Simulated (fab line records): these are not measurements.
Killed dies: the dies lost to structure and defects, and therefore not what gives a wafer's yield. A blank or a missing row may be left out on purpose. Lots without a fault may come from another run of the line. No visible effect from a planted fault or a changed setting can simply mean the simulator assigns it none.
fab line records	flow nand_harc
record lots=24	wafers=72	last_day=24
route steps=1159 shown P_STI@84 P_GATE@131 P_CONTACT@233 P_M0@267 P_M1@302
lots with no fault: from the same line, run without faults
start_h: hours from the record's first day to the start of the lot's first wafer shown	wait_h: hours from the lot's prior step to this one	" as in the row above	L1.1+2: several wafers, shown together as one row	- either no value or no given start	* or withheld: withheld	< > ~ a bound
route shown NAME@n: names a module that has steps shown in the file, with the first one's number in the route	usual: mean/standard deviation of fault-free wafers	same: alike in all rows	chamber/n: place in a boat	sites: readings site by site	_std_site: the values' standard deviation	_edge_site: the outer-site mean with the inner-site mean subtracted	radius_mm: for every site, how far away it sits from the centre of the wafer	mask NAME#n: copy n	behind: the tool/chamber that last shaped the wafer	hold: the reason the lot was held/the length of the hold in hours/how it ended	device: transistor that didn't switch, given as n, p or np	end of line: at the end of the route, the tests of the same wafers	step lacking rows: just its recipe	killed: not the wafer's yield, but the dies lost to structure and defects at the first sort	map: the dies of a wafer, with x for killed, . for not killed, _ for no die there
set.NAME: the setting the step ran with; set.NAME@STEP: the setting that earlier step ran with	model.NAME: the simulator's own value behind a step, which no gauge read
route steps across a sampled set of lots; one table per step, one row per wafer
services: the hour from which a tool's chamber was out of use, counted from the record's first day as start_h (under 0 if before that day), plus the number of hours and why
## steps
# step NHARC_P_STI_OVL_MEAS_10
# usual overlay_x_nm=-1/6.7	overlay_y_nm=1/6.5
lot.wafer	tool	chamber	start_h	wait_h	overlay_x_nm	overlay_y_nm
L074.1	overlay-01	-	32.71	-	2	2
L074.3	"	-	"	"	2	2
L074.4	"	-	"	"	2	2
L075.3	overlay-01	-	43.98	-	5	2
L075.4	"	-	"	"	5	3
L075.5	"	-	"	"	5	2
L076.1	overlay-01	-	44.13	-	9	-3
L076.2	"	-	"	"	10	-3
L076.6	"	-	"	"	10	-3
L078.1	overlay-01	-	55.64	-	3	-2
L078.3	"	-	"	"	2	-3
L078.6	"	-	"	"	3	-2
L077.1	overlay-01	-	55.78	-	-4	-2
L077.2	"	-	"	"	-4	-3
L077.4	"	-	"	"	-4	-2
L079.1	overlay-01	-	64.78	-	-1	5
L079.3	"	-	"	"	-1	5
L079.5	"	-	"	"	-1	5
L080.1	overlay-01	-	70.95	-	3	13
L080.4	"	-	"	"	3	14
L080.5	"	-	"	"	3	13
L081.2	overlay-01	-	78.01	-	-4	5
L081.3	"	-	"	"	-5	5
L081.4	"	-	"	"	-5	5
L082.1	overlay-02	-	84.32	-	-13	0
L082.2	"	-	"	"	-12	0
L082.4	"	-	"	"	-12	0
L083.1	overlay-01	-	88.95	-	-3	4
L083.2	"	-	"	"	-3	4
L083.5	"	-	"	"	-3	4
L084.3	overlay-01	-	95.94	-	-9	-2
L084.4	"	-	"	"	-9	-2
L084.5	"	-	"	"	-9	-2
L086.1	overlay-02	-	104.56	-	-2	13
L086.3	"	-	"	"	-2	13
L086.5	"	-	"	"	-1	13
L085.3	overlay-02	-	104.60	-	12	5
L085.4	"	-	"	"	12	5
L085.5	"	-	"	"	12	4
L087.2	overlay-02	-	115.43	-	2	-3
L087.3	"	-	"	"	1	-3
L087.5	"	-	"	"	2	-3
L088.2	overlay-01	-	115.58	-	-3	-1
L088.3	"	-	"	"	-2	-2
L088.4	"	-	"	"	-2	-2
L089.4	overlay-02	-	126.11	-	-3	14
L089.5	"	-	"	"	-2	13
L089.6	"	-	"	"	-2	13
L090.2	overlay-02	-	131.75	-	-12	3
L090.4	"	-	"	"	-11	3
L090.6	"	-	"	"	-11	3
L091.1	overlay-02	-	138.23	-	7	-10
L091.2	"	-	"	"	6	-10
L091.6	"	-	"	"	7	-10
L092.2	overlay-01	-	143.24	-	-5	-3
L092.3	"	-	"	"	-5	-3
L092.6	"	-	"	"	-5	-4
L093.1	overlay-02	-	149.65	-	-2	-3
L093.3	"	-	"	"	-2	-2
L093.5	"	-	"	"	-2	-3
L094.2	overlay-02	-	156.88	-	-2	4
L094.4	"	-	"	"	-3	5
L094.6	"	-	"	"	-2	5
L095.1	overlay-01	-	160.70	-	7	2
L095.4	"	-	"	"	7	2
L095.6	"	-	"	"	8	2
L096.3	overlay-01	-	169.32	-	-17	-15
L096.4	"	-	"	"	-17	-15
L096.5	"	-	"	"	-16	-15
L097.1	overlay-02	-	169.47	-	0	-1
L097.2	"	-	"	"	0	-1
L097.5	"	-	"	"	0	0
# step NHARC_P_GATE_HM_DEP_102
# recipe target_thk_a=1200	temp_c=400	material=aC
# usual throttle_valve_pct=35.001/0.0087
lot.wafer	tool	chamber	start_h	wait_h	throttle_valve_pct
L074.1	acl_dep-01	0	81.63	1.6	34.991
L074.3	"	0	"	"	35.006
L074.4	"	0	"	"	34.994
L076.1	acl_dep-03	0	91.98	0.4	34.999
L076.2	"	0	"	"	34.998
L076.6	"	0	"	"	34.985
L075.3	acl_dep-02	0	92.19	0.6	35.005
L075.4	"	0	"	"	35.007
L075.5	"	0	"	"	35.004
L077.1	acl_dep-02	0	107.75	0.4	34.996
L077.2	"	0	"	"	34.984
L077.4	"	0	"	"	34.993
L078.1	acl_dep-01	0	107.75	0.4	34.995
L078.3	"	0	"	"	35.007
L078.6	"	0	"	"	34.996
L079.1	acl_dep-03	0	120.05	1.6	34.990
L079.3	"	0	"	"	34.997
L079.5	"	0	"	"	35.010
L080.1	acl_dep-03	0	125.33	0.4	35.010
L080.4	"	0	"	"	35.006
L080.5	"	0	"	"	35.012
L081.2	acl_dep-02	0	125.44	0.5	34.987
L081.3	"	0	"	"	35.001
L081.4	"	0	"	"	34.995
L082.1	acl_dep-03	0	139.15	2.2	35.028
L082.2	"	0	"	"	35.004
L082.4	"	0	"	"	35.005
L083.1	acl_dep-02	0	139.19	2.3	35.002
L083.2	"	0	"	"	35.004
L083.5	"	0	"	"	34.999
L084.3	acl_dep-02	0	148.19	0.6	35.003
L084.4	"	0	"	"	34.998
L084.5	"	0	"	"	35.016
L087.2	acl_dep-01	0	164.07	0.5	34.999
L087.3	"	0	"	"	34.985
L087.5	"	0	"	"	34.989
L086.1	acl_dep-03	0	164.42	0.8	35.003
L086.3	"	0	"	"	34.995
L086.5	"	0	"	"	35.013
L088.2	acl_dep-01	0	164.71	1.1	34.987
L088.3	"	0	"	"	35.008
L088.4	"	0	"	"	35.010
L085.3	acl_dep-02	0	164.85	1.3	34.995
L085.4	"	0	"	"	34.999
L085.5	"	0	"	"	35.002
L089.4	acl_dep-03	0	177.61	2.6	34.997
L089.5	"	0	"	"	34.993
L089.6	"	0	"	"	35.006
L090.2	acl_dep-02	0	188.10	2.4	34.990
L090.4	"	0	"	"	34.997
L090.6	"	0	"	"	35.009
L092.2	acl_dep-02	0	188.75	3.1	35.009
L092.3	"	0	"	"	35.005
L092.6	"	0	"	"	34.999
L091.1	acl_dep-03	0	189.00	3.3	34.986
L091.2	"	0	"	"	35.001
L091.6	"	0	"	"	34.995
L093.1	acl_dep-01	0	200.46	0.4	34.997
L093.3	"	0	"	"	35.008
L093.5	"	0	"	"	35.009
L094.2	acl_dep-01	0	206.83	0.5	35.013
L094.4	"	0	"	"	34.987
L094.6	"	0	"	"	35.010
L095.1	acl_dep-01	0	216.66	0.4	35.007
L095.4	"	0	"	"	35.014
L095.6	"	0	"	"	35.013
L097.1	acl_dep-03	0	216.66	0.4	35.012
L097.2	"	0	"	"	34.989
L097.5	"	0	"	"	35.009
L096.3	acl_dep-01	0	217.51	1.2	34.995
L096.4	"	0	"	"	34.998
L096.5	"	0	"	"	34.995
# step NHARC_P_GATE_STRIP_112
# recipe power_w=1500	temp_c=110	time_s=200	chemistry=N2/H2
# usual drypump_motor_current_A=5.8/0.59	heater_power_w=89/5.6
# same time_s=200
lot.wafer	tool	chamber	start_h	wait_h	drypump_motor_current_A	heater_power_w	rf_hours_counter_h
L074.1	plasma_asher-02	1	97.30	0.2	6.7	93	27
L074.3	"	0	"	"	5.3	90	-
L074.4	"	1	"	"	6.7	91	-
L076.2	plasma_asher-02	1	107.94	0.2	6.6	90	33
L076.1	"	0	"	"	5.3	88	33
L076.6	"	1	"	"	6.7	90	-
L075.3	plasma_asher-01	0	108.51	0.2	5.5	79	-
L075.4	"	1	"	"	5.3	96	-
L075.5	"	1	"	"	5.3	95	-
L078.1	plasma_asher-02	0	123.38	0.2	5.4	90	37
L078.3	"	1	"	"	6.7	88	-
L078.6	"	0	"	"	5.3	90	-
L077.1	plasma_asher-01	0	123.61	0.2	5.5	82	4
L077.2	"	1	"	"	5.3	95	4
L077.4	"	1	"	"	5.3	96	-
L079.1	plasma_asher-02	0	135.61	0.2	5.3	89	41
L079.3	"	0	"	"	5.3	91	-
L079.5	"	0	"	"	5.3	90	-
L081.2	plasma_asher-02	0	141.43	0.2	5.3	89	44
L081.4	"	0	"	"	5.3	90	-
L081.3	"	1	"	"	6.7	93	-
L080.1	plasma_asher-01	0	141.66	0.2	5.5	79	10
L080.4	"	0	"	"	5.5	82	-
L080.5	"	1	"	"	5.3	96	-
L083.1	plasma_asher-01	1	155.22	0.2	5.4	95	15
L083.2	"	0	"	"	5.5	79	15
L083.5	"	1	"	"	5.4	94	-
L082.1	plasma_asher-01	1	155.73	0.2	5.3	94	15
L082.2	"	0	"	"	5.6	80	15
L082.4	"	1	"	"	5.3	96	-
L084.4	plasma_asher-02	0	164.18	0.2	5.4	90	-
L084.3	"	1	"	"	6.7	91	-
L084.5	"	1	"	"	6.7	90	-
L086.1	plasma_asher-02	1	180.88	0.2	6.7	89	57
L086.3	"	1	"	"	6.7	91	-
L086.5	"	0	"	"	5.3	89	-
L088.2	plasma_asher-02	1	181.35	0.2	6.7	91	57
L088.3	"	0	"	"	5.3	89	-
L088.4	"	1	"	"	6.7	90	-
L087.2	plasma_asher-02	1	181.88	0.2	6.7	92	57
L087.3	"	0	"	"	5.3	89	-
L087.5	"	0	"	"	5.3	87	-
L085.3	plasma_asher-01	1	187.51	0.3	5.4	95	-
L085.4	"	0	"	"	5.5	79	-
L085.5	"	1	"	"	5.3	97	-
L089.4	plasma_asher-02	0	193.40	0.2	5.3	88	-
L089.5	"	0	"	"	5.3	93	-
L089.6	"	1	"	"	6.7	84	-
L090.2	plasma_asher-01	1	203.70	0.2	5.4	95	34
L090.4	"	0	"	"	5.5	80	-
L090.6	"	1	"	"	5.3	95	-
L092.2	plasma_asher-02	0	205.07	0.2	5.3	93	4
L092.3	"	1	"	"	6.7	83	-
L092.6	"	0	"	"	5.3	94	-
L091.1	plasma_asher-01	1	205.28	0.2	5.3	97	34
L091.2	"	0	"	"	5.5	79	34
L091.6	"	0	"	"	5.5	79	-
L093.1	plasma_asher-02	1	216.05	0.2	6.7	85	7
L093.3	"	0	"	"	5.3	93	-
L093.5	"	1	"	"	6.7	86	-
L094.2	plasma_asher-02	1	224.76	0.2	6.6	85	9
L094.4	"	0	"	"	5.4	92	-
L094.6	"	0	"	"	5.3	92	-
L097.1	plasma_asher-01	1	232.30	0.2	5.3	94	42
L097.2	"	0	"	"	5.5	81	42
L097.5	"	0	"	"	5.6	80	-
L095.1	plasma_asher-01	1	232.63	0.2	5.4	97	43
L095.4	"	1	"	"	5.3	95	-
L095.6	"	1	"	"	5.3	97	-
L096.3	plasma_asher-02	1	233.54	0.2	6.7	85	-
L096.4	"	0	"	"	5.3	92	-
L096.5	"	0	"	"	5.3	93	-
# step NHARC_P_CONTACT_OVL_MEAS_13
# usual overlay_x_nm=0.0/0.87	overlay_y_nm=-0.1/0.83
lot.wafer	tool	chamber	start_h	wait_h	overlay_x_nm	overlay_y_nm
L074.1	overlay-02	-	103.45	-	1.5	-0.4
L074.3	"	-	"	"	0.9	0.3
L074.4	"	-	"	"	1.1	-0.2
L076.1	overlay-01	-	113.90	-	0.9	-1.0
L076.2	"	-	"	"	0.7	-1.3
L076.6	"	-	"	"	0.9	-1.0
L075.3	overlay-02	-	114.66	-	-1.2	-0.2
L075.4	"	-	"	"	-1.8	-1.0
L075.5	"	-	"	"	-1.3	-0.6
L078.1	overlay-01	-	129.69	-	1.0	-0.2
L078.3	"	-	"	"	0.8	-0.6
L078.6	"	-	"	"	0.8	-0.9
L077.1	overlay-01	-	130.10	-	0.0	-0.5
L077.2	"	-	"	"	0.4	-0.1
L077.4	"	-	"	"	0.8	0.4
L079.1	overlay-01	-	141.68	-	-1.3	-0.2
L079.3	"	-	"	"	-1.4	-0.1
L079.5	"	-	"	"	-1.3	-0.7
L081.2	overlay-01	-	147.43	-	-1.7	-1.0
L081.3	"	-	"	"	-1.1	-0.7
L081.4	"	-	"	"	-0.8	-0.5
L080.1	overlay-01	-	148.11	-	0.0	-0.8
L080.4	"	-	"	"	-0.3	-0.8
L080.5	"	-	"	"	0.0	-0.3
L083.1	overlay-01	-	161.10	-	-0.3	-0.2
L083.2	"	-	"	"	-0.5	0.6
L083.5	"	-	"	"	-0.1	-0.1
L082.1	overlay-02	-	161.62	-	0.0	0.8
L082.2	"	-	"	"	0.5	0.6
L082.4	"	-	"	"	0.6	0.3
L084.3	overlay-02	-	170.11	-	0.2	0.8
L084.4	"	-	"	"	0.7	1.2
L084.5	"	-	"	"	0.7	0.6
L086.1	overlay-01	-	186.88	-	1.2	-0.2
L086.3	"	-	"	"	1.5	-1.1
L086.5	"	-	"	"	1.5	0.0
L088.2	overlay-01	-	187.28	-	1.8	0.1
L088.3	"	-	"	"	0.8	0.4
L088.4	"	-	"	"	0.7	-0.3
L087.2	overlay-01	-	187.61	-	0.0	-1.3
L087.3	"	-	"	"	-1.0	-1.7
L087.5	"	-	"	"	-0.6	-1.7
L085.3	overlay-02	-	193.40	-	0.3	0.3
L085.4	"	-	"	"	0.2	0.2
L085.5	"	-	"	"	0.2	0.3
L089.4	overlay-01	-	199.53	-	-0.4	2.1
L089.5	"	-	"	"	-1.2	2.2
L089.6	"	-	"	"	-0.3	2.5
L090.2	overlay-02	-	209.64	-	-1.5	0.2
L090.4	"	-	"	"	-1.0	-0.6
L090.6	"	-	"	"	-1.0	-0.2
L092.2	overlay-01	-	211.26	-	-1.1	1.2
L092.3	"	-	"	"	-0.4	1.0
L092.6	"	-	"	"	-0.2	1.5
L091.1	overlay-02	-	211.59	-	0.5	0.4
L091.2	"	-	"	"	0.0	1.0
L091.6	"	-	"	"	0.3	-0.1
L093.1	overlay-01	-	222.01	-	-1.3	-0.2
L093.3	"	-	"	"	-0.8	-0.4
L093.5	"	-	"	"	-1.3	-0.3
L094.2	overlay-01	-	230.63	-	0.1	-0.9
L094.4	"	-	"	"	-0.1	-1.1
L094.6	"	-	"	"	0.7	-0.6
L097.1	overlay-01	-	238.48	-	0.3	-0.3
L097.2	"	-	"	"	0.0	-1.3
L097.5	"	-	"	"	0.4	-0.3
L095.1	overlay-01	-	238.78	-	0.0	-0.5
L095.4	"	-	"	"	0.6	-0.6
L095.6	"	-	"	"	0.2	0.2
L096.3	overlay-01	-	239.85	-	-0.1	0.4
L096.4	"	-	"	"	0.2	0.4
L096.5	"	-	"	"	-0.4	1.0
# step NHARC_P_M0_ETCH_34
# recipe target_depth_a=400	overetch_a=120	time_s=43.94	ion_energy_ev=200	n2_flow_sccm=150	h2_flow_sccm=150	ar_flow_sccm=0	rf_w=400	bias_w=150	chemistry=N2/H2
# usual drypump_motor_current_A=5.7/0.3	oes_product_au=0.999/0.0098	rf_vpp_V=430.6/2.7	showerhead_plenum_p_Torr=2.04/0.094	throttle_valve_pct=14.171/0.0094
# same time_s=43.94
lot.wafer	tool	chamber	start_h	wait_h	drypump_motor_current_A	oes_product_au	rf_hours_counter_h	rf_vpp_V	showerhead_plenum_p_Torr	throttle_valve_pct
L074.4	rie_diel-10	0	109.57	0.1	5.3	1.012	8	433.4	2.19	14.162
L074.1	"	1	"	"	5.4	1.006	8	434.1	2.20	14.150
L074.3	"	2	"	"	5.4	0.991	9	428.5	1.96	14.159
L076.2	rie_diel-09	1	119.04	0.1	5.7	0.985	3	428.5	2.00	14.187
L076.1	"	2	"	"	6.2	0.990	2	428.5	1.96	14.165
L076.6	"	0	"	"	5.6	0.997	-	431.7	2.10	14.175
L075.3	rie_diel-09	1	119.56	0.1	5.6	1.000	3	428.8	2.00	14.161
L075.4	"	3	"	"	5.9	0.992	2	432.6	2.15	14.167
L075.5	"	1	"	"	5.7	0.993	-	429.7	2.00	14.176
L078.1	rie_diel-09	2	136.42	0.1	6.2	0.997	4	428.9	1.96	14.171
L078.3	"	0	"	"	5.6	0.998	4	431.6	2.10	14.179
L078.6	"	2	"	"	6.2	1.012	-	427.5	1.96	14.175
L077.2	rie_diel-10	1	136.99	0.1	5.4	1.007	9	435.0	2.20	14.174
L077.4	"	2	"	"	5.4	0.999	10	428.0	1.96	14.167
L077.1	"	0	"	"	5.2	1.021	9	433.7	2.19	14.167
L079.3	rie_diel-04	0	146.74	0.1	5.7	1.006	2	428.5	1.99	14.167
L079.1	"	1	"	"	6.2	1.026	3	431.5	2.06	14.170
L079.5	"	3	"	"	5.4	1.002	-	427.7	1.93	14.158
L081.2	rie_diel-10	1	151.82	0.1	5.4	1.001	10	434.2	2.20	14.176
L081.3	"	3	"	"	5.5	1.005	10	428.2	1.97	14.170
L081.4	"	3	"	"	5.6	1.012	-	428.9	1.97	14.139
L080.1	rie_diel-10	3	152.49	0.1	5.6	1.004	10	428.5	1.97	14.179
L080.5	"	3	"	"	5.6	1.010	-	429.2	1.97	14.181
L080.4	"	1	"	"	5.4	1.002	-	435.1	2.20	14.172
L083.2	rie_diel-09	3	168.32	0.1	5.9	0.993	5	432.9	2.15	14.171
L083.1	"	2	"	"	6.2	1.007	6	428.6	1.96	14.171
L083.5	"	0	"	"	5.6	1.007	-	432.1	2.10	14.175
L082.1	rie_diel-09	1	168.76	0.1	5.7	1.000	7	430.2	2.00	14.180
L082.4	"	3	"	"	5.9	0.982	5	434.1	2.15	14.166
L082.2	"	0	"	"	5.6	1.004	6	432.3	2.10	14.184
L084.4	rie_diel-10	0	174.50	0.1	5.3	1.005	10	435.2	2.19	14.176
L084.3	"	1	"	"	5.4	1.013	11	436.8	2.20	14.173
L084.5	"	3	"	"	5.6	1.016	-	426.7	1.97	14.178
L086.3	rie_diel-09	2	194.54	0.1	6.2	1.005	8	427.5	1.96	14.166
L086.1	"	3	"	"	5.9	0.988	8	434.7	2.14	14.172
L086.5	"	2	"	"	6.2	1.006	-	428.0	1.96	14.171
L088.4	rie_diel-04	1	194.67	0.1	6.2	1.007	5	432.3	2.06	14.176
L088.2	"	2	"	"	5.6	0.994	6	427.4	1.97	14.180
L088.3	"	0	"	"	5.7	1.005	5	430.9	1.99	14.196
L087.3	rie_diel-04	3	194.96	0.1	5.4	0.998	5	427.1	1.93	14.171
L087.2	"	1	"	"	6.2	1.011	5	432.0	2.06	14.158
L087.5	"	3	"	"	5.4	0.986	-	427.7	1.93	14.188
L085.4	rie_diel-09	0	197.64	0.1	5.5	1.013	8	432.9	2.10	14.193
L085.3	"	2	"	"	6.2	1.006	8	427.8	1.96	14.169
L085.5	"	0	"	"	5.6	1.010	-	432.0	2.10	14.160
L089.4	rie_diel-10	1	204.30	0.1	5.4	0.993	1	434.9	2.20	14.171
L089.5	"	0	"	"	5.2	0.981	-	434.7	2.19	14.178
L089.6	"	1	"	"	5.4	1.003	-	434.2	2.19	14.171
L092.2	rie_diel-09	2	218.65	0.1	6.2	1.006	10	428.2	1.96	14.166
L092.3	"	0	"	"	5.5	1.013	9	431.5	2.10	14.171
L092.6	"	1	"	"	5.6	1.013	-	429.0	1.99	14.186
L090.2	rie_diel-10	2	218.89	0.1	5.4	0.991	3	428.8	1.96	14.169
L090.4	"	0	"	"	5.3	0.984	-	435.1	2.19	14.170
L090.6	"	2	"	"	5.4	0.981	-	429.3	1.96	14.155
L091.2	rie_diel-10	1	219.26	0.1	5.4	0.993	2	435.0	2.19	14.173
L091.1	"	0	"	"	5.3	0.980	2	433.2	2.19	14.174
L091.6	"	1	"	"	5.4	0.991	-	435.9	2.19	14.161
L093.1	rie_diel-04	2	226.37	0.1	5.6	0.994	7	427.9	1.97	14.163
L093.3	"	0	"	"	5.7	0.998	6	430.2	1.99	14.167
L093.5	"	2	"	"	5.6	1.005	-	428.7	1.97	14.177
L094.4	rie_diel-09	3	236.71	0.1	5.9	0.987	11	433.5	2.14	14.172
L094.2	"	0	"	"	5.5	0.999	10	431.7	2.10	14.175
L094.6	"	2	"	"	6.2	0.997	-	427.7	1.96	14.189
L097.2	rie_diel-09	2	245.37	0.1	6.2	1.012	12	428.4	1.96	14.156
L097.1	"	0	"	"	5.6	1.001	11	431.8	2.10	14.167
L097.5	"	2	"	"	6.2	1.002	-	428.4	1.96	14.178
L095.4	rie_diel-04	3	245.90	0.1	5.3	0.990	8	428.0	1.93	14.184
L095.1	"	2	"	"	5.5	0.988	9	428.8	1.97	14.173
L095.6	"	3	"	"	5.4	0.983	-	428.9	1.93	14.177
L096.3	rie_diel-09	2	246.77	0.1	6.2	1.009	12	427.7	1.96	14.187
L096.4	"	3	"	"	5.9	0.999	11	433.2	2.14	14.175
L096.5	"	2	"	"	6.2	1.003	-	428.0	1.96	14.165
# step NHARC_P_M1_STRIP_18
# recipe power_w=1000	n2_flow_sccm=150	h2_flow_sccm=150	ar_flow_sccm=0	bias_w=0	chemistry=N2/H2
# usual drypump_motor_current_A=5.7/0.36	oes_product_au=1.001/0.009	power_w=1000/3.3	rf_vpp_V=90.8/1.1	showerhead_plenum_p_Torr=2.07/0.1	throttle_valve_pct=14.169/0.009
lot.wafer	tool	chamber	start_h	wait_h	drypump_motor_current_A	oes_product_au	power_w	rf_hours_counter_h	rf_vpp_V	showerhead_plenum_p_Torr	throttle_valve_pct
L074.3	rie_diel-01	2	113.80	0.1	5.1	1.012	1000	4	91.1	2.06	14.172
L074.4	"	3	"	"	6.1	1.020	1002	3	89.3	1.92	14.172
L074.1	"	1	"	"	6.1	1.016	1000	4	90.9	1.97	14.157
L076.2	rie_diel-01	2	123.43	0.1	5.0	1.006	1000	4	90.6	2.06	14.171
L076.1	"	3	"	"	6.1	0.999	1000	4	90.1	1.92	14.160
L076.6	"	2	"	"	5.0	0.992	992	-	91.3	2.06	14.164
L075.4	rie_diel-12	0	123.88	0.1	5.7	1.009	997	5	90.1	1.98	14.184
L075.3	"	1	"	"	5.2	1.005	1000	5	92.3	2.20	14.174
L075.5	"	1	"	"	5.2	0.995	997	-	91.2	2.20	14.172
L077.4	rie_diel-12	3	141.47	0.1	6.0	1.005	998	8	92.2	2.19	14.176
L077.1	"	0	"	"	5.7	1.008	1000	6	90.2	1.98	14.176
L077.2	"	1	"	"	5.2	1.021	1007	6	89.3	2.20	14.158
L078.1	rie_diel-08	1	141.50	0.1	5.6	1.003	1001	0	88.8	2.01	14.180
L078.3	"	2	"	"	6.2	1.010	1001	1	89.4	1.90	14.158
L078.6	"	3	"	"	5.4	1.001	1005	-	91.1	2.18	14.180
L079.1	rie_diel-08	1	151.10	0.1	5.7	1.010	995	1	91.9	2.00	14.158
L079.3	"	3	"	"	5.4	0.996	1004	1	89.7	2.18	14.169
L079.5	"	1	"	"	5.6	1.008	1001	-	90.8	2.00	14.160
L081.2	rie_diel-12	1	156.17	0.1	5.2	1.005	999	7	91.6	2.20	14.170
L081.3	"	2	"	"	5.6	0.996	998	9	90.3	2.11	14.159
L081.4	"	0	"	"	5.7	0.998	998	7	89.6	1.98	14.174
L080.4	rie_diel-08	0	156.97	0.1	6.1	0.995	996	2	91.1	2.09	14.162
L080.1	"	1	"	"	5.6	1.002	999	1	91.0	2.00	14.160
L080.5	"	0	"	"	6.2	0.992	1005	-	91.1	2.09	14.180
L083.2	rie_diel-12	3	172.99	0.1	6.0	0.998	1004	10	91.0	2.19	14.155
L083.1	"	0	"	"	5.7	1.010	1001	9	88.3	1.98	14.160
L083.5	"	0	"	"	5.7	1.004	1001	-	90.5	1.98	14.171
L082.1	rie_diel-12	3	173.21	0.1	6.0	0.997	997	10	92.1	2.19	14.167
L082.2	"	1	"	"	5.2	1.003	999	9	92.4	2.20	14.187
L082.4	"	2	"	"	5.6	0.995	1002	11	91.3	2.11	14.167
L084.3	rie_diel-08	2	178.84	0.1	6.2	0.991	1000	4	89.3	1.90	14.172
L084.4	"	1	"	"	5.7	1.004	1000	4	89.4	2.00	14.175
L084.5	"	2	"	"	6.2	1.001	1000	-	90.4	1.90	14.165
L086.1	rie_diel-08	3	199.21	0.1	5.4	0.986	998	5	91.3	2.18	14.150
L086.3	"	0	"	"	6.1	0.996	998	4	92.5	2.09	14.171
L086.5	"	1	"	"	5.6	0.997	1001	-	92.7	2.00	14.175
L088.3	rie_diel-12	1	199.51	0.1	5.2	0.996	999	11	92.3	2.20	14.179
L088.2	"	3	"	"	5.9	1.003	999	12	91.2	2.19	14.159
L088.4	"	3	"	"	5.9	1.001	1000	-	91.1	2.19	14.179
L087.3	rie_diel-01	1	199.73	0.1	6.0	0.995	994	1	90.1	1.97	14.162
L087.2	"	3	"	"	6.1	0.998	999	1	89.4	1.92	14.170
L087.5	"	1	"	"	6.0	1.011	997	-	89.8	1.97	14.171
L085.3	rie_diel-12	1	202.11	0.1	5.2	0.988	1002	11	92.8	2.20	14.189
L085.5	"	1	"	"	5.2	0.988	1003	-	92.0	2.20	14.162
L085.4	"	3	"	"	6.0	1.004	997	-	91.9	2.19	14.166
L089.4	rie_diel-08	2	209.04	0.1	6.2	1.006	1001	6	88.8	1.90	14.163
L089.5	"	3	"	"	5.5	0.998	997	-	89.6	2.18	14.173
L089.6	"	0	"	"	6.1	1.002	1001	-	90.7	2.09	14.166
L092.3	rie_diel-08	0	223.26	0.1	6.1	1.009	998	6	90.7	2.09	14.173
L092.2	"	2	"	"	6.2	1.015	1000	7	92.0	1.90	14.167
L092.6	"	0	"	"	6.1	0.992	1000	-	90.3	2.09	14.189
L090.4	rie_diel-12	3	223.44	0.1	6.0	0.992	997	1	92.1	2.19	14.160
L090.2	"	2	"	"	5.5	1.009	997	1	91.0	2.11	14.152
L090.6	"	3	"	"	6.0	0.977	993	-	92.1	2.19	14.174
L091.2	rie_diel-01	1	223.61	0.1	6.0	1.002	999	2	90.6	1.97	14.176
L091.1	"	3	"	"	6.1	0.999	999	1	89.3	1.92	14.179
L091.6	"	2	"	"	5.0	0.995	1005	-	91.5	2.06	14.172
L093.3	rie_diel-08	1	230.70	0.1	5.6	0.999	996	8	89.6	2.00	14.174
L093.1	"	2	"	"	6.2	0.997	996	9	90.7	1.89	14.168
L093.5	"	0	"	"	6.1	0.999	1002	-	90.9	2.09	14.156
L094.2	rie_diel-12	2	241.12	0.1	5.6	1.000	999	2	89.3	2.11	14.168
L094.4	"	3	"	"	5.9	0.971	1002	2	93.5	2.19	14.174
L094.6	"	1	"	"	5.2	0.987	1000	-	92.0	2.20	14.174
L097.2	rie_diel-08	1	249.69	0.1	5.7	1.001	1004	8	90.1	2.00	14.164
L097.1	"	2	"	"	6.2	1.012	1001	9	91.4	1.90	14.171
L097.5	"	1	"	"	5.7	0.997	1009	-	91.3	2.00	14.176
L095.4	rie_diel-01	1	250.80	0.1	6.0	1.006	1000	2	91.2	1.97	14.178
L095.1	"	2	"	"	5.0	0.997	991	3	90.5	2.06	14.157
L095.6	"	3	"	"	6.1	1.016	1003	-	89.1	1.92	14.164
L096.3	rie_diel-08	0	251.03	0.1	6.1	1.010	997	8	91.0	2.09	14.172
L096.4	"	1	"	"	5.6	0.993	1000	8	91.6	2.00	14.170
L096.5	"	0	"	"	6.1	0.996	994	-	91.1	2.09	14.182
## services
tool	chamber	start_h	hours	kind
rie_diel-08	2	75.36	3.9	repair
rie_diel-09	-	77.28	9.0	pm
rie_diel-08	2	82.40	3.6	repair
rie_diel-10	3	84.57	15.2	repair
rie_diel-08	1	84.88	2.6	repair
rie_diel-08	0	90.01	22.7	repair
rie_diel-09	-	91.43	2.2	repair
plasma_asher-01	-	99.32	9.0	pm
acl_dep-01	-	113.08	13.0	pm
rie_diel-10	0	124.56	6.3	repair
rie_diel-08	-	124.80	9.0	pm
plasma_asher-01	-	135.13	3.4	repair
rie_diel-09	0	140.02	4.0	repair
rie_diel-10	0	147.71	5.5	repair
rie_diel-10	-	162.59	0.8	repair
rie_diel-09	3	169.22	1.7	repair
acl_dep-02	-	169.72	13.0	pm
plasma_asher-01	-	173.77	0.6	repair
rie_diel-10	-	176.50	9.0	pm
plasma_asher-02	-	184.22	9.0	pm
rie_diel-08	0	191.14	2.5	repair
rie_diel-12	2	193.05	9.4	repair
rie_diel-09	-	198.88	0.4	repair
rie_diel-10	3	217.81	6.0	repair
## key
fault none
